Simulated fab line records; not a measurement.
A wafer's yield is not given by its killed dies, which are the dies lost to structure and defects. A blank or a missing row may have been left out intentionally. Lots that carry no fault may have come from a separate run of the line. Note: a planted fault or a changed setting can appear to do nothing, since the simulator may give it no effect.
The tool behind it: which one?	flow nandHarc	6 lots with 17 wafers sampled at 3 steps, on a route of 1302 steps

## WHAT THE GAUGES READ, wafer by wafer
NHARC_A_ONON_D2_THK_MEAS_18: measures by ellipsometry.
lot	measured	on	thkNm (nm)
L621	day 13 13:52	filmMetro-02	1003 1004 1005
L622	day 14 00:19	filmMetro-02	1000 1000 999
L624	day 14 20:19	filmMetro-01	980 982 981
L626	day 15 15:55	filmMetro-02	995 997 996
L628	day 16 07:17	filmMetro-02	976 979 980
L640	day 21 07:02	filmMetro-01	986 535

## WHAT TOOL EACH LOT RAN ON (gives the tool, then ch and the chambers of the sampled wafers, and finally the start)
lot	NHARC_A_DECK1_JOINT_DEP_16	NHARC_A_ONON_D2_DEP_16
L621	pecvd-04 ch 0,2, day 13 03:22	pecvdOnon-04 ch 0, day 13 13:25
L622	pecvd-01 ch 1,2, day 13 13:23	pecvdOnon-02 ch 0, day 13 23:52
L624	pecvd-04 ch 0,2, day 14 08:53	pecvdOnon-04 ch 0, day 14 19:49
L626	pecvd-01 ch 0,1,2, day 15 05:24	pecvdOnon-02 ch 0, day 15 15:24
L628	pecvd-01 ch 2, day 15 20:42	pecvdOnon-04 ch 0, day 16 06:49
L640	pecvd-03 ch 0,2, day 20 19:32	pecvdOnon-04 ch 0, day 21 06:35
- NHARC_A_DECK1_JOINT_DEP_16: deposits SiO2, target thk 45 nm.
- NHARC_A_ONON_D2_DEP_16: target thk 1000 nm.

## THE ANSWER, worked out from the rows above alone
Rule: the lots themselves supply what counts as usual. The widest of any qualifying gaps counts: lots, ordered by their means at a reading, are off when they make up no more than a third of the lots, leave a main group of 4 or more, and stand apart from it by 3 or more times the standard deviation of that group's means. A main group is skipped when, at the precision printed for the reading in the tables above, its means are all equal. Also off: a lot with no number at a reading for which 4 or more lots have one. The other lots that the step has rows for count as sound.
Off: L640, at NHARC_A_ONON_D2_THK_MEAS_18 (thkNm). For the main group the mean is 992 nm and the standard deviation 10.
A tool fits if, at a process step before that reading, it ran every lot that is off, and no sound lot after the first of them. Gauges at NHARC_A_ONON_D2_THK_MEAS_18: tried the same way as those tools. Can't be told from this: 3 tools fit, pecvd-03 at NHARC_A_DECK1_JOINT_DEP_16, pecvdOnon-04 at NHARC_A_ONON_D2_DEP_16, filmMetro-01 at NHARC_A_ONON_D2_THK_MEAS_18.

## WHAT THE SIMULATOR HAD INSERTED
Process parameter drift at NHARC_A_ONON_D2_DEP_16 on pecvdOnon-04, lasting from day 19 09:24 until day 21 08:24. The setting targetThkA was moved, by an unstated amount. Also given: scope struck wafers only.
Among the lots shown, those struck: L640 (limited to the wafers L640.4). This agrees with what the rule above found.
